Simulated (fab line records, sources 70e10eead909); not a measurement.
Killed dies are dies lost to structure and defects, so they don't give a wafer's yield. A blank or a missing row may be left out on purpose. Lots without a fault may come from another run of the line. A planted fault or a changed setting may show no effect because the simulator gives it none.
fab line records | flow nand_harc
record lots=6 wafers=18 last_day=33
route steps=1302 shown P_M2@323 P_BONDPAD@351 END@1302
lots that met no fault: from a run of the same line without faults
start_h: hours from the record's first day to the start of the lot's first wafer shown | wait_h: hours since the lot's step before | " the same as in the row above | L1.1+2: a row that stands for several wafers | - no value, or no start given | * or withheld: withheld | < > ~ a bound
route shown NAME@n: a module of which the file shows steps, and the number in the route of the first | usual: mean/standard deviation of fault-free wafers | same: alike in all rows | chamber/n: place in a boat | sites: the reading at each site | _std_site: their standard deviation | _edge_site: outer sites' mean less inner sites' | radius_mm: how far each site lies from the wafer's centre | mask NAME#n: copy n | behind: the tool/chamber that last shaped the wafer | hold: why the lot was held/for how many hours/how that ended | device: the transistor (n, p or np) that didn't switch | end of line: the same wafers' tests at the end of the route | a step without rows: its recipe alone | killed: dies lost to structure and defects at the first sort, not the wafer's yield | map: a wafer's dies, x killed, . not, _ none there
set.NAME: the setting as run; set.NAME@STEP: as run at that earlier step | model.NAME: the simulator's own value behind a step, which no gauge read
lots at some steps of the route; a table a step, a row a wafer
services: from which hour (start_h, from the record's first day; less than 0 if before it) a tool's chamber was out of use, for how many hours, and why
## steps
# step NHARC_P_M2_SOFTBAKE_04
# recipe temp_c=105 time_s=55
# step NHARC_P_M2_EBR_05
# step NHARC_P_M2_EXPOSE_06
# recipe na=1.35 target_cd_nm=170 dose_mj=80.78 mask_id=P_M2
# step NHARC_P_M2_PEB_07
# recipe peb_temp_c=100 peb_time_s=65
# step NHARC_P_M2_DEVELOP_08
# recipe develop_time_s=35 dev_temp_c=23
# step NHARC_P_M2_CD_MEAS_09
# recipe target_cd_nm=170 landing_energy_ev=500
# usual cd_nm=169.9/0.65
# columns lot.wafer tool chamber start_h wait_h cd_nm
L219.1 cd_sem-03 0 227.75 - 170.3
L219.4 " 0 " " 170.2
L219.5 " 0 " " 169.2
L220.2 cd_sem-03 0 238.70 - 169.5
L220.3 " 0 " " 170.8
L220.5 " 0 " " 170.8
L221.3 cd_sem-02 0 249.14 - 170.2
L221.4 " 0 " " 170.9
L221.5 " 0 " " 169.3
L227.1 cd_sem-01 0 307.95 - 170.7
L227.4 " 0 " " 170.7
L227.6 " 0 " " 171.3
L231.2 cd_sem-03 0 350.66 - 170.8
L231.3 " 0 " " 169.3
L231.6 " 0 " " 169.6
L232.1 cd_sem-03 0 361.90 - 170.5
L232.4 " 0 " " 169.7
L232.5 " 0 " " 170.1
# step NHARC_P_M2_OVL_MEAS_10
# recipe pitch_nm=340
# usual overlay_x_nm=0.0/0.81 overlay_y_nm=0.1/0.9
# columns lot.wafer tool chamber start_h wait_h overlay_x_nm overlay_y_nm
L219.1 overlay-01 - 227.84 - -0.9 -0.9
L219.4 " - " " -0.9 -1.0
L219.5 " - " " -0.7 -0.2
L220.2 overlay-01 - 238.78 - -0.2 1.3
L220.3 " - " " 0.1 0.6
L220.5 " - " " -0.1 1.4
L221.3 overlay-02 - 249.22 - -1.5 -1.4
L221.4 " - " " -1.0 -0.9
L221.5 " - " " -1.2 -1.3
L227.1 overlay-01 - 308.04 - 0.7 0.2
L227.4 " - " " 0.8 0.4
L227.6 " - " " 0.4 0.0
L231.2 overlay-01 - 350.75 - 0.0 1.0
L231.3 " - " " -0.1 0.7
L231.6 " - " " 0.5 1.0
L232.1 overlay-02 - 361.98 - -0.7 0.8
L232.4 " - " " -1.1 -0.2
L232.5 " - " " -1.3 0.2
# step NHARC_P_M2_INSPECT_11
# usual raw_defect_count=3.9/2.3
# columns lot.wafer tool chamber start_h wait_h raw_defect_count
L219.1 defect_inspect-01 - 227.87 0.0 1
L219.4 " - " " 1
L219.5 " - " " 0
L220.2 defect_inspect-01 - 238.82 0.0 9
L220.3 " - " " 6
L220.5 " - " " 4
L221.3 defect_inspect-02 - 249.26 0.0 1
L221.4 " - " " 4
L221.5 " - " " 2
L227.1 defect_inspect-01 - 308.08 0.0 5
L227.4 " - " " 6
L227.6 " - " " 7
L231.2 defect_inspect-01 - 350.79 0.0 4
L231.3 " - " " 1
L231.6 " - " " 4
L232.1 defect_inspect-02 - 362.02 0.0 5
L232.4 " - " " 4
L232.5 " - " " 6
# step NHARC_P_M2_DESCUM_14
# recipe time_s=3 o2_flow_sccm=200 ar_flow_sccm=0 bias_power_w=0 chemistry=O2
# step NHARC_P_M2_ETCH_35
# recipe target_depth_a=400 overetch_a=120 time_s=43.94 ion_energy_ev=200 n2_flow_sccm=150 h2_flow_sccm=150 ar_flow_sccm=0 rf_w=400 bias_w=150 chemistry=N2/H2
# usual drypump_motor_current_A=6.02/0.29 oes_product_au=0.999/0.013 rf_vpp_V=431.0/2.4 showerhead_plenum_p_Torr=2.06/0.08 throttle_valve_pct=14.171/0.0093
# columns lot.wafer tool chamber start_h wait_h drypump_motor_current_A oes_product_au rf_hours_counter_h rf_vpp_V showerhead_plenum_p_Torr throttle_valve_pct
L219.4 rie_diel-06 0 228.02 0.1 6.01 0.987 3.6 431.1 2.07 14.162
L219.1 " 3 " " 6.31 0.993 5.5 433.7 2.11 14.156
L219.5 " 0 " " 6.00 0.983 - 431.3 2.07 14.160
L220.2 rie_diel-01 2 238.97 0.1 5.73 1.020 1.1 433.8 2.17 14.165
L220.3 " 0 " " 6.46 0.994 1.9 428.0 1.95 14.180
L220.5 " 1 " " 5.98 0.991 - 434.2 2.14 14.170
L221.3 rie_diel-06 3 249.40 0.1 6.25 0.997 6.0 432.6 2.10 14.159
L221.4 " 1 " " 6.24 0.985 6.3 429.9 2.02 14.190
L221.5 " 3 " " 6.25 0.994 - 432.0 2.10 14.180
L227.1 rie_diel-01 0 308.22 0.1 6.36 0.987 7.3 426.4 1.95 14.168
L227.4 " 1 " " 6.01 0.997 7.5 432.7 2.13 14.185
L227.6 " 0 " " 6.39 0.981 - 427.8 1.95 14.157
L231.3 rie_diel-06 2 350.93 0.1 6.24 1.011 2.0 427.7 1.92 14.180
L231.2 " 3 " " 6.27 1.022 2.0 432.2 2.10 14.183
L231.6 " 3 " " 6.24 1.009 - 431.4 2.10 14.179
L232.4 rie_diel-06 1 362.17 0.1 6.23 1.020 1.7 430.4 2.02 14.162
L232.1 " 2 " " 6.23 1.024 2.5 427.9 1.92 14.193
L232.5 " 2 " " 6.25 1.012 - 427.6 1.92 14.159
# step NHARC_P_M2_ETCH_15
# recipe target_depth_a=1825 time_s=91.2 c4f8_flow_sccm=withheld ar_flow_sccm=400 rf_w=600 bias_w=300 chemistry=C4F8/Ar
# step NHARC_P_M2_CD_MEAS_16
# usual cd_nm=169.8/1.1
# columns lot.wafer tool chamber start_h wait_h cd_nm
L219.1 cd_sem-01 - 228.24 - 169.6
L219.4 " - " " 170.4
L219.5 " - " " 169.4
L220.2 cd_sem-01 - 239.19 - 169.6
L220.3 " - " " 170.0
L220.5 " - " " 169.9
L221.3 cd_sem-03 - 249.63 - 169.8
L221.4 " - " " 171.8
L221.5 " - " " 169.3
L227.1 cd_sem-03 - 308.44 - 169.7
L227.4 " - " " 171.0
L227.6 " - " " 170.8
L231.2 cd_sem-02 - 351.15 - 172.5
L231.3 " - " " 168.0
L231.6 " - " " 170.8
L232.1 cd_sem-01 - 362.39 - 170.0
L232.4 " - " " 168.9
L232.5 " - " " 168.5
# step NHARC_P_M2_STRIP_18
# recipe power_w=1000 n2_flow_sccm=150 h2_flow_sccm=150 ar_flow_sccm=0 bias_w=0 chemistry=N2/H2
# usual drypump_motor_current_A=6.0/0.31 oes_product_au=1.001/0.015 rf_vpp_V=90.8/0.97 showerhead_plenum_p_Torr=2.07/0.075 throttle_valve_pct=14.170/0.0085
# columns lot.wafer tool chamber start_h wait_h drypump_motor_current_A oes_product_au rf_hours_counter_h rf_vpp_V showerhead_plenum_p_Torr throttle_valve_pct
L219.1 rie_diel-11 0 228.37 0.1 6.1 1.002 7 90.7 2.09 14.163
L219.4 " 1 " " 5.6 1.020 7 90.1 2.18 14.173
L219.5 " 3 " " 5.4 0.998 - 91.3 2.10 14.172
L220.2 rie_diel-11 2 239.26 0.1 5.9 1.007 10 89.9 2.08 14.167
L220.3 " 0 " " 6.1 0.981 7 90.6 2.09 14.162
L220.5 " 2 " " 5.9 1.032 - 91.0 2.08 14.170
L221.3 rie_diel-11 3 249.72 0.1 5.3 1.000 9 90.6 2.10 14.168
L221.4 " 1 " " 5.6 1.016 8 90.4 2.18 14.170
L221.5 " 2 " " 5.9 1.020 - 91.7 2.08 14.169
L227.4 rie_diel-11 2 308.54 0.1 5.9 1.003 1 90.9 2.08 14.174
L227.1 " 3 " " 5.3 1.003 1 90.1 2.10 14.183
L227.6 " 2 " " 5.9 0.987 - 89.8 2.08 14.152
L231.3 rie_diel-01 3 351.23 0.1 5.9 1.020 10 91.9 2.02 14.165
L231.2 " 2 " " 5.7 1.016 11 92.8 2.17 14.169
L231.6 " 0 " " 6.5 0.985 - 89.6 1.94 14.170
L232.4 rie_diel-06 3 362.46 0.1 6.3 1.003 3 90.6 2.10 14.185
L232.1 " 0 " " 6.0 0.981 2 89.7 2.07 14.179
L232.5 " 0 " " 6.0 0.985 - 91.0 2.07 14.164
# step NHARC_P_M2_ETCH_28
# recipe target_depth_a=300 over_etch_frac=0.3 time_s=72.99 ion_energy_ev=150 cf4_flow_sccm=50 n2_flow_sccm=100 ar_flow_sccm=150 rf_w=300 bias_w=100 chemistry=CF4/N2
# usual drypump_motor_current_A=5.96/0.3 oes_product_au=1.001/0.014 rf_vpp_V=314.7/1.7 showerhead_plenum_p_Torr=2.66/0.091 throttle_valve_pct=19.795/0.0091
# columns lot.wafer tool chamber start_h wait_h drypump_motor_current_A oes_product_au rf_hours_counter_h rf_vpp_V showerhead_plenum_p_Torr throttle_valve_pct
L219.1 rie_diel-11 2 - - 5.87 1.016 9 314.1 2.67 19.809
L219.4 " 3 " " 5.38 0.991 8 315.1 2.70 19.798
L219.5 " 0 " " 6.13 1.006 - 316.2 2.69 19.794
L220.2 rie_diel-11 1 - - 5.57 1.016 7 318.1 2.79 19.790
L220.3 " 0 " " 6.11 0.980 8 314.7 2.69 19.783
L220.5 " 2 " " 5.91 1.012 - 316.8 2.67 19.782
L221.3 rie_diel-11 3 - - 5.36 0.993 9 314.1 2.70 19.799
L221.4 " 0 " " 6.13 0.987 8 313.3 2.69 19.795
L221.5 " 2 " " 5.90 1.009 - 316.4 2.67 19.785
L227.1 rie_diel-11 3 - - 5.35 1.006 1 315.7 2.70 19.783
L227.4 " 0 " " 6.13 1.013 1 315.5 2.69 19.796
L227.6 " 3 " " 5.33 1.009 - 315.8 2.70 19.783
L231.2 rie_diel-01 1 - - 6.03 1.008 10 316.6 2.74 19.804
L231.3 " 3 " " 5.90 0.997 10 312.4 2.60 19.811
L231.6 " 2 " " 5.72 1.015 - 317.1 2.78 19.802
L232.4 rie_diel-06 2 - - 6.24 1.008 3 312.7 2.48 19.796
L232.1 " 3 " " 6.24 1.005 3 314.3 2.70 19.805
L232.5 " 2 " " 6.24 1.023 - 310.8 2.48 19.806
# step NHARC_P_M2_STRIP_19
# recipe time_s=600 temp_c=30 chemistry=post_etch_residue_remover
# step NHARC_P_M2_DEGAS_29
# recipe temp_c=250 time_s=60
# step NHARC_P_M2_PRE_CLEAN_30
# recipe time_s=30 temp_c=280 gas=H2/He
# usual heater_power_w=410/39 susceptor_temp_C=280.03/0.18
# columns lot.wafer tool chamber start_h wait_h heater_power_w susceptor_temp_C
L219.1 pvd_sputter-03 - 229.05 0.1 414 280.24
L219.4 " - " " 443 279.77
L219.5 " - " " 419 280.33
L220.3 pvd_sputter-02 - - - 405 280.15
L220.2 " - " " 402 279.78
L220.5 " - " " 404 280.26
L221.4 pvd_sputter-03 - - - 412 280.23
L221.3 " - " " 375 280.04
L221.5 " - " " 412 280.20
L227.1 pvd_sputter-02 - - - 405 279.89
L227.4 " - " " 392 279.98
L227.6 " - " " 476 279.87
L231.3 pvd_sputter-01 - - - 356 280.17
L231.2 " - " " 383 280.26
L231.6 " - " " 434 279.88
L232.1 pvd_sputter-01 - - - 380 279.92
L232.4 " - " " 354 280.43
L232.5 " - " " 360 280.09
# step NHARC_P_M2_PVD_20
# recipe target_thk_a=50 bias_v=168.6 power_w=15000 chamber_pressure_pa=0.12 time_s=8.06 substrate_temp_c=50 material=TaN
# step NHARC_P_M2_PVD_21
# recipe target_thk_a=300 chamber_pressure_pa=5 power_w=5000 substrate_temp_c=30 time_s=20.49 material=Cu
# step NHARC_P_M2_ECD_22
# recipe target_thk_a=4000 bath_temp_c=25 material=Cu
# step NHARC_P_M2_ANNEAL_31
# recipe temp_c=225 time_s=90
# step NHARC_P_M2_CMP_23
# recipe t_overpolish_s=20 target_thk_nm=144.3
# step NHARC_P_M2_THK_MEAS_24
# recipe thk_meas_gauge=xrf
# usual thk_nm=143.9/1.6
# columns lot.wafer tool chamber start_h wait_h thk_nm
L219.1 film_metro-02 - 230.58 - 144.7
L219.4 " - " " 145.5
L219.5 " - " " 146.6
L220.2 film_metro-01 - 241.35 - 144.4
L220.3 " - " " 141.4
L220.5 " - " " 143.2
L221.3 film_metro-01 - 251.77 - 146.4
L221.4 " - " " 144.8
L221.5 " - " " 145.4
L227.1 film_metro-01 - 310.55 - 146.4
L227.4 " - " " 142.0
L227.6 " - " " 144.5
L231.2 film_metro-01 - 353.28 - 144.8
L231.3 " - " " 143.6
L231.6 " - " " 143.3
L232.1 film_metro-01 - 364.51 - 144.5
L232.4 " - " " 143.0
L232.5 " - " " 145.4
# step NHARC_P_M2_SRD_25
# step NHARC_P_M2_PRE_CLEAN_32
# recipe time_s=12 temp_c=370 rf_power_w=300 gas=NH3
# usual heater_power_w=631/97 susceptor_temp_C=370.00/0.19
# columns lot.wafer tool chamber start_h wait_h heater_power_w susceptor_temp_C
L219.1 pecvd-01 2 230.81 0.1 560 369.93
L219.5 " 2 " " 565 369.62
L219.4 " 1 " " 711 369.99
L220.2 pecvd-01 1 241.59 0.1 736 370.35
L220.3 " 1 " " 753 370.06
L220.5 " 1 " " 744 370.17
L221.3 pecvd-01 2 252.02 0.1 499 370.00
L221.5 " 0 " " 507 370.23
L221.4 " 2 " " 498 369.77
L227.1 pecvd-02 2 310.78 0.1 681 370.10
L227.6 " 2 " " 691 369.94
L227.4 " 0 " " 629 369.88
L231.3 pecvd-03 2 353.51 0.1 509 369.84
L231.2 " 1 " " 700 370.16
L231.6 " 0 " " 769 369.68
L232.1 pecvd-01 1 364.75 0.1 590 370.08
L232.5 " 1 " " 575 370.32
L232.4 " 2 " " 525 370.42
# step NHARC_P_M2_DEP_33
# recipe target_thk_a=300 temp_c=370 target_thk_nm=30 pressure_torr=3 flow_sccm=200 rf_w=450 material=SiCN
# usual heater_power_w=579/93 susceptor_temp_C=369.95/0.21
# columns lot.wafer tool chamber start_h wait_h heater_power_w susceptor_temp_C
L219.1 pecvd-01 2 230.89 0.1 549 370.12
L219.5 " 2 " " 550 370.13
L219.4 " 1 " " 626 370.11
L220.2 pecvd-01 1 241.75 0.1 677 370.40
L220.3 " 1 " " 695 370.15
L220.5 " 1 " " 658 370.16
L221.3 pecvd-01 2 252.16 0.1 465 369.86
L221.5 " 0 " " 425 370.01
L221.4 " 2 " " 467 370.00
L227.1 pecvd-02 2 310.86 0.1 650 369.89
L227.6 " 2 " " 644 369.94
L227.4 " 0 " " 661 370.21
L231.3 pecvd-03 2 353.59 0.1 467 369.70
L231.2 " 1 " " 621 369.98
L231.6 " 0 " " 710 369.97
L232.1 pecvd-01 1 364.86 0.1 605 370.07
L232.5 " 1 " " 613 370.42
L232.4 " 2 " " 521 369.67
# step NHARC_P_BONDPAD_DEP_00
# recipe target_thk_a=2500 temp_c=370 target_thk_nm=250 pressure_torr=3 flow_sccm=200 rf_w=450 material=SiCN
# step NHARC_P_BONDPAD_CMP_32
# recipe target_thk_nm=200 material=SiCN
# step NHARC_P_BONDPAD_THK_MEAS_33
# recipe thk_meas_gauge=ellipsometry
# usual thk_nm=200.3/1.7
# columns lot.wafer tool chamber start_h wait_h thk_nm
L219.1 film_metro-02 - 231.94 0.2 200.1
L219.4 " - " " 201.5
L219.5 " - " " 200.8
L220.2 film_metro-01 - 243.03 0.2 202.4
L220.3 " - " " 200.6
L220.5 " - " " 203.8
L221.3 film_metro-01 - 253.13 0.2 197.2
L221.4 " - " " 202.1
L221.5 " - " " 201.6
L227.1 film_metro-01 - 312.12 0.2 200.4
L227.4 " - " " 203.0
L227.6 " - " " 201.7
L231.2 film_metro-01 - 354.66 0.2 199.0
L231.3 " - " " 200.0
L231.6 " - " " 202.6
L232.1 film_metro-01 - 365.87 0.2 199.9
L232.4 " - " " 201.9
L232.5 " - " " 199.6
# step NHARC_P_BONDPAD_SRD_34
# step NHARC_P_BONDPAD_DEHYDRATE_01
# recipe temp_c=150 time_s=120
# step NHARC_P_BONDPAD_HMDS_02
# recipe time_s=30
# step NHARC_P_BONDPAD_COAT_36
# recipe temp_c=200 time_s=65
# step NHARC_P_BONDPAD_COAT_03
# recipe spin_rpm=2000 resist_thk_nm=600
# step NHARC_P_BONDPAD_SOFTBAKE_04
# recipe temp_c=125 time_s=70
# step NHARC_P_BONDPAD_EBR_05
# step NHARC_P_BONDPAD_EXPOSE_06
# recipe na=0.55 dose_mj=37.06 mask_id=P_BPAD
# step NHARC_P_BONDPAD_PEB_07
# recipe peb_temp_c=128 peb_time_s=80
# step NHARC_P_BONDPAD_DEVELOP_08
# recipe time_s=50 dev_temp_c=22
# step NHARC_P_BONDPAD_CD_MEAS_09
# recipe target_cd_nm=500 landing_energy_ev=500
# usual cd_nm=499.5/2.5
# columns lot.wafer tool chamber start_h wait_h cd_nm
L219.1 cd_sem-01 0 232.38 - 499.3
L219.4 " 0 " " 497.3
L219.5 " 0 " " 497.5
L220.2 cd_sem-01 0 243.63 - 498.4
L220.3 " 0 " " 500.1
L220.5 " 0 " " 499.7
L221.3 cd_sem-01 0 253.70 - 500.5
L221.4 " 0 " " 498.1
L221.5 " 0 " " 498.9
L227.1 cd_sem-01 0 312.68 - 497.5
L227.4 " 0 " " 499.4
L227.6 " 0 " " 504.7
L231.2 cd_sem-03 0 355.11 - 505.4
L231.3 " 0 " " 504.6
L231.6 " 0 " " 497.0
L232.1 cd_sem-03 0 366.43 - 499.4
L232.4 " 0 " " 495.2
L232.5 " 0 " " 494.6
# step NHARC_END_SORT_01
# recipe temp_c=25
# usual defect_limited_yield=91.7/2.5 killed_at_array=52/18 killed_at_other=1.0/1.4 killed_at_periphery=3.1/2.3 killed_dies=56/17 killed_open=3.0/1.7 killed_short=2.5/1.7 sort_bin_2_pct=3.0/1.1 sort_bin_3_pct=0.6/0.36 sort_bin_4_pct=4.8/1.4 sort_n_pass=621/17 sort_rim_yield_pct=91/4.6 sort_yield_pct=91.7/2.5
# same gross_dies=677 sort_bin_5_pct[%]=0 sort_bin_6_pct[%]=0 sort_bin_7_pct[%]=0 sort_bin_8_pct[%]=0 sort_rim_n_gross=106.00
# columns lot.wafer tool chamber start_h wait_h defect_limited_yield[%] killed_at_array killed_at_other killed_at_periphery killed_dies killed_open killed_short sort_bin_2_pct[%] sort_bin_3_pct[%] sort_bin_4_pct[%] sort_n_pass sort_rim_yield_pct[%] sort_yield_pct[%]
L220.2 prober-02 0 677.74 2.8 83.2 24 3 87 114 4 4 5.9 3.5 7.4 563 92 83.2
L220.3 prober-02 0 678.54 3.1 96.5 17 3 4 24 5 0 1.5 0.1 1.9 653 97 96.5
L220.5 prober-02 0 680.16 3.7 84.3 22 3 81 106 6 3 6.2 3.4 6.1 571 95 84.3
L221.3 prober-02 0 686.36 3.1 95.0 33 0 1 34 1 1 1.3 0.1 3.5 643 93 95.0
L221.4 prober-02 0 687.15 3.4 93.2 44 1 1 46 4 6 1.5 1.0 4.3 631 92 93.2
L221.5 prober-02 0 687.95 3.7 84.3 31 3 72 106 3 3 5.9 3.8 5.9 571 93 84.3
L231.2 prober-01 0 773.30 2.8 90.7 59 1 3 63 3 4 3.2 0.3 5.8 614 92 90.7
L231.3 prober-01 0 774.11 3.1 91.6 56 1 0 57 2 3 2.8 0.3 5.3 620 84 91.6
L231.6 prober-01 0 776.55 4.1 90.7 60 2 1 63 1 2 3.7 0.6 5.0 614 88 90.7
L232.1 prober-02 0 783.11 2.5 87.4 80 1 4 85 3 1 5.2 0.4 6.9 592 89 87.4
L232.4 prober-02 0 785.52 3.4 91.0 55 1 5 61 3 2 2.8 0.7 5.5 616 93 91.0
L232.5 prober-02 0 786.33 3.7 89.2 71 0 2 73 1 1 3.2 1.2 6.4 604 91 89.2
# killed by level:class
L220.2 P_M2:unspecified=80 A_CHANNEL_HOLE_D1:chamber_film_flake=7 P_GATE:chamber_film_flake=3 THIN_TSV:chamber_film_flake=3 P_CONTACT:chamber_film_flake=2 A_CHANNEL_FILL_D2:chamber_film_flake=2 A_STAIRCASE:chamber_film_flake=2 A_SLIT:chamber_film_flake=2
L220.3 A_CHANNEL_HOLE_D1:chamber_film_flake=5 THIN_TSV:chamber_film_flake=3 A_WL_FILL:chamber_film_flake=2 A_CONTACT:chamber_film_flake=2 P_GATE:geometric_particle:open=1 A_CHANNEL_FILL_D1:geometric_particle:open=1 A_ONON_D2:geometric_particle:open=1 A_CHANNEL_FILL_D2:geometric_particle:open=1
L220.5 P_M2:unspecified=76 A_CONTACT:chamber_film_flake=4 A_CHANNEL_HOLE_D1:chamber_film_flake=3 A_SLIT:chamber_film_flake=3 THIN_TSV:chamber_film_flake=3 A_SOURCE_PLATE:geometric_particle:open=2 P_GATE:chamber_film_flake=2 A_CHANNEL_FILL_D2:chamber_film_flake=2
L221.3 A_CHANNEL_HOLE_D2:chamber_film_flake=17 A_CHANNEL_HOLE_D1:chamber_film_flake=4 A_CONTACT:chamber_film_flake=4 A_STAIRCASE:chamber_film_flake=2 A_WL_FILL:chamber_film_flake=2 A_CHANNEL_FILL_D1:geometric_particle:open=1 A_CHANNEL_FILL_D2:geometric_particle:short=1 P_STI:chamber_film_flake=1
L221.4 A_CHANNEL_HOLE_D2:chamber_film_flake=16 A_CHANNEL_HOLE_D1:chamber_film_flake=5 A_CHANNEL_FILL_D1:geometric_particle:open=3 A_CHANNEL_FILL_D1:geometric_particle:short=3 A_CONTACT:chamber_film_flake=3 A_SLIT:chamber_film_flake=3 A_WL_FILL:chamber_film_flake=3 A_ZERO_WELL:chamber_film_flake=2
L221.5 P_M2:unspecified=71 A_CHANNEL_HOLE_D2:chamber_film_flake=15 A_CHANNEL_HOLE_D1:chamber_film_flake=5 THIN_TSV:chamber_film_flake=3 A_CHANNEL_FILL_D1:geometric_particle:open=2 A_SLIT:chamber_film_flake=2 A_WL_FILL:chamber_film_flake=2 A_DECK1_JOINT:geometric_particle:short=1
L231.2 A_CHANNEL_HOLE_D2:chamber_film_flake=20 A_CHANNEL_HOLE_D1:chamber_film_flake=14 A_SLIT:chamber_film_flake=7 A_CONTACT:chamber_film_flake=4 A_CHANNEL_FILL_D2:geometric_particle:short=2 A_STAIRCASE:chamber_film_flake=2 P_STI:chamber_film_flake=2 A_CHANNEL_FILL_D1:chamber_film_flake=2
L231.3 A_CHANNEL_HOLE_D2:chamber_film_flake=20 A_CHANNEL_HOLE_D1:chamber_film_flake=16 A_STAIRCASE:chamber_film_flake=5 A_SLIT:chamber_film_flake=5 A_M1:chamber_film_flake=2 A_ONON_D1:geometric_particle:open=1 A_DECK1_JOINT:geometric_particle:short=1 A_ONON_D2:geometric_particle:short=1
L231.6 A_CHANNEL_HOLE_D2:chamber_film_flake=22 A_CHANNEL_HOLE_D1:chamber_film_flake=13 A_SLIT:chamber_film_flake=9 A_CONTACT:chamber_film_flake=7 A_CHANNEL_FILL_D1:chamber_film_flake=2 THIN_TSV:chamber_film_flake=2 A_DECK1_JOINT:geometric_particle:short=1 A_CHANNEL_HOLE_D2:geometric_particle:short=1
L232.1 A_SLIT:chamber_film_flake=31 A_CHANNEL_HOLE_D2:chamber_film_flake=29 A_SGD_CUT:chamber_film_flake=8 A_CONTACT:chamber_film_flake=6 P_M0:chamber_film_flake=3 A_CHANNEL_FILL_D2:chamber_film_flake=2 P_GATE:geometric_particle:open=1 A_CHANNEL_FILL_D2:geometric_particle:short=1
L232.4 A_SLIT:chamber_film_flake=21 A_CHANNEL_HOLE_D2:chamber_film_flake=19 A_SGD_CUT:chamber_film_flake=6 A_CONTACT:chamber_film_flake=5 P_M0:chamber_film_flake=2 A_CHANNEL_FILL_D2:chamber_film_flake=2 P_CONTACT:geometric_particle:open=1 P_CONTACT:geometric_particle:short=1
L232.5 A_CHANNEL_HOLE_D2:chamber_film_flake=27 A_SLIT:chamber_film_flake=26 A_CONTACT:chamber_film_flake=6 A_CHANNEL_FILL_D2:chamber_film_flake=4 P_M0:chamber_film_flake=2 A_SGD_CUT:chamber_film_flake=2 A_CHANNEL_FILL_D1:geometric_particle:short=1 A_ONON_D2:geometric_particle:open=1
# map L220.2 (x killed, . not)
____________.____________
_________......._________
_______........x.._______
______.............______
_____..............._____
____.................____
____.................____
___..................x___
___...................___
__.....................__
__....x................__
_.........x............._
_.......x..............._
_.....x................._
_.x.......x............._
_.........x.......x....._
......x.......xxx........
............xx.xxx..x...x
.............xxxxx.x....x
..x.........xxxxxxxxx..x.
...........x.xxxxxxx.....
_.x..........xxxxxxx...._
_.......x....xxxxxxx...._
_...........xxxxxxxx...x_
_............xxxxxxxx..x_
_............xxxxxx.x..._
__...x.......xxx..x....__
__............xxxx..x..__
___...........x....x..___
___.......x..x.xx.....___
____......x..x.......____
____.........x.......____
_____.....x....x.x.._____
______.......x.x..x______
_______..........._______
_________.....x._________
____________.____________
# map L221.5 (x killed, . not)
____________.____________
_________......._________
_______..........._______
______.............______
_____..............._____
____.................____
____.................____
___...................___
___...................___
__...................x.__
__.....................__
_.x....................._
_................x......_
_.........x......x......_
_.............x........._
_..................x...x_
.............xx.x........
.x............x..x.......
.............xxxxxx......
.............xxxxxxx.....
x............xxxxxxx.....
_..........xxxxxxxxx...._
_.....x......xxxxxxxx..._
_............xxxxxx.x..._
_.x..........xxxxxxx...._
_..........x..xxxxx....._
__.............xxx.....__
__..........x..xxx.x...__
___..........x.....x..___
___..............x....___
____...........x..xx.____
____......x..xxxx....____
_____......x....x..._____
______x...x...xxxx.______
_______...xx.x.x.x_______
_________......._________
____________.____________
## services
# columns tool chamber start_h hours kind
rie_diel-11 0 210.19 - clean
pvd_sputter-01 - 226.00 10.0 pm
pecvd-02 - 227.38 13.0 pm
rie_diel-11 1 230.55 4.0 repair
pecvd-01 2 232.66 9.9 repair
pecvd-03 2 234.56 25.0 repair
rie_diel-11 - 234.75 0.2 repair
pvd_sputter-01 - 242.06 1.9 repair
rie_diel-11 - 255.50 9.0 pm
pecvd-03 0 257.57 3.5 repair
rie_diel-11 0 269.67 9.7 repair
rie_diel-06 - 279.08 1.6 repair
pvd_sputter-02 - 282.00 10.0 pm
rie_diel-06 - 307.22 9.0 pm
pecvd-01 - 311.00 13.0 pm
rie_diel-11 - 311.39 0.4 repair
pvd_sputter-03 - 315.22 2.5 repair
rie_diel-11 3 322.31 9.8 repair
pvd_sputter-02 - 325.59 38.1 repair
rie_diel-01 1 326.90 7.0 repair
pecvd-03 1 344.84 7.1 repair
pvd_sputter-03 - 348.01 10.0 pm
rie_diel-11 - 352.54 0.4 repair
pecvd-02 - 354.37 0.7 repair
## key
first_sign step=NHARC_END_SORT_01 reading=killed_at_periphery direction=up sigmas=33 usual=3.1 struck=80
effect step=NHARC_END_SORT_01 reading=killed_dies direction=up sigmas=3.1 usual=56 struck=109
more_kills_born_at NHARC_P_M2_STRIP_18@rie_diel-11=227
met_at NHARC_P_M2_STRIP_18
struck_wafers L220.2,L220.5,L221.5
fault kind=chamber_particle_source tool=rie_diel-11 chamber=2 onset_h=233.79 steps=NHARC_P_M2_STRIP_18 rate_per_visit_cm2=0.70636 end_h=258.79
